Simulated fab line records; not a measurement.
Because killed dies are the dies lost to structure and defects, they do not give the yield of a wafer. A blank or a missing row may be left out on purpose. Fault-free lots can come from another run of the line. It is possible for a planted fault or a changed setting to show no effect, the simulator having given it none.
Chamber matching / flow n5Finfet / 4 sister chambers for N5_BEOL_M1_ETCHBACK_99 on rieDiel-04
The step etches SiO2 in CHF3, target depth 5 nm, time 10.4 s. 14 wafers are shown with their chamber, then 7 later ones without.

EACH WAFER AND ITS CHAMBER
wafer=L078.1; chamber=1; showerheadPlenumPTorr (Torr)=2.13; throttleValvePct (%)=16.91; drypumpMotorCurrentA (A)=6.5
wafer=L078.3; chamber=2; showerheadPlenumPTorr (Torr)=2.16; throttleValvePct (%)=16.68; drypumpMotorCurrentA (A)=5.6
wafer=L078.5; chamber=0; showerheadPlenumPTorr (Torr)=2.28; throttleValvePct (%)=17.27; drypumpMotorCurrentA (A)=6.5
wafer=L079.3; chamber=1; showerheadPlenumPTorr (Torr)=2.13; throttleValvePct (%)=16.91; drypumpMotorCurrentA (A)=6.6
wafer=L079.4; chamber=0; showerheadPlenumPTorr (Torr)=2.28; throttleValvePct (%)=17.27; drypumpMotorCurrentA (A)=6.6
wafer=L079.6; chamber=0; showerheadPlenumPTorr (Torr)=2.28; throttleValvePct (%)=17.28; drypumpMotorCurrentA (A)=6.6
wafer=L082.1; chamber=2; showerheadPlenumPTorr (Torr)=2.15; throttleValvePct (%)=16.69; drypumpMotorCurrentA (A)=5.6
wafer=L082.3; chamber=0; showerheadPlenumPTorr (Torr)=2.28; throttleValvePct (%)=17.30; drypumpMotorCurrentA (A)=6.5
wafer=L082.6; chamber=0; showerheadPlenumPTorr (Torr)=2.28; throttleValvePct (%)=17.29; drypumpMotorCurrentA (A)=6.5
wafer=L093.1; chamber=2; showerheadPlenumPTorr (Torr)=2.15; throttleValvePct (%)=16.71; drypumpMotorCurrentA (A)=5.6
wafer=L093.4; chamber=3; showerheadPlenumPTorr (Torr)=2.09; throttleValvePct (%)=16.87; drypumpMotorCurrentA (A)=5.4
wafer=L093.6; chamber=2; showerheadPlenumPTorr (Torr)=2.15; throttleValvePct (%)=16.73; drypumpMotorCurrentA (A)=5.6
wafer=L094.3; chamber=2; showerheadPlenumPTorr (Torr)=2.15; throttleValvePct (%)=16.73; drypumpMotorCurrentA (A)=5.6
wafer=L094.5; chamber=3; showerheadPlenumPTorr (Torr)=2.09; throttleValvePct (%)=16.87; drypumpMotorCurrentA (A)=5.4

SIGNATURES (means of the wafers above)
reading=showerheadPlenumPTorr; chamber 0=2.2800; chamber 1=2.1300; chamber 2=2.1520; chamber 3=2.0900; scatter within a chamber=0.00283
reading=throttleValvePct; chamber 0=17.2820; chamber 1=16.9100; chamber 2=16.7080; chamber 3=16.8700; scatter within a chamber=0.0166
reading=drypumpMotorCurrentA; chamber 0=6.540; chamber 1=6.550; chamber 2=5.600; chamber 3=5.400; scatter within a chamber=0.0412
Rule: distance of a wafer from a chamber = root of the sum over the readings of ((wafer's reading minus chamber's mean) / reading's scatter) squared. If the next closest chamber is less than 2 further off than the closest, the wafer can't be placed; otherwise it belongs to the closest. How the scatter is found: for the shown wafers, subtract from each reading the mean of its chamber, square and add these, divide the total by (wafers less chambers), then take the root.

WAFERS WITHOUT THEIR CHAMBER
wafer=L094.6; showerheadPlenumPTorr (Torr)=2.15; throttleValvePct (%)=16.72; drypumpMotorCurrentA (A)=5.6
wafer=L095.3; showerheadPlenumPTorr (Torr)=2.12; throttleValvePct (%)=16.97; drypumpMotorCurrentA (A)=6.5
wafer=L095.5; showerheadPlenumPTorr (Torr)=2.09; throttleValvePct (%)=16.88; drypumpMotorCurrentA (A)=5.4
wafer=L095.6; showerheadPlenumPTorr (Torr)=2.27; throttleValvePct (%)=17.32; drypumpMotorCurrentA (A)=6.6
wafer=L097.3; showerheadPlenumPTorr (Torr)=2.12; throttleValvePct (%)=16.97; drypumpMotorCurrentA (A)=6.5
wafer=L097.4; showerheadPlenumPTorr (Torr)=2.27; throttleValvePct (%)=17.34; drypumpMotorCurrentA (A)=6.5
wafer=L097.5; showerheadPlenumPTorr (Torr)=2.12; throttleValvePct (%)=16.97; drypumpMotorCurrentA (A)=6.5

EACH ONE'S CHAMBER
wafer=L094.6; from the rows above=2; in truth=2
wafer=L095.3; from the rows above=1; in truth=1
wafer=L095.5; from the rows above=3; in truth=3
wafer=L095.6; from the rows above=0; in truth=0
wafer=L097.3; from the rows above=1; in truth=1
wafer=L097.4; from the rows above=0; in truth=0
wafer=L097.5; from the rows above=1; in truth=1
7 of 7 placed correctly. Number that these rows cannot place: 0. Placed wrongly: 0.
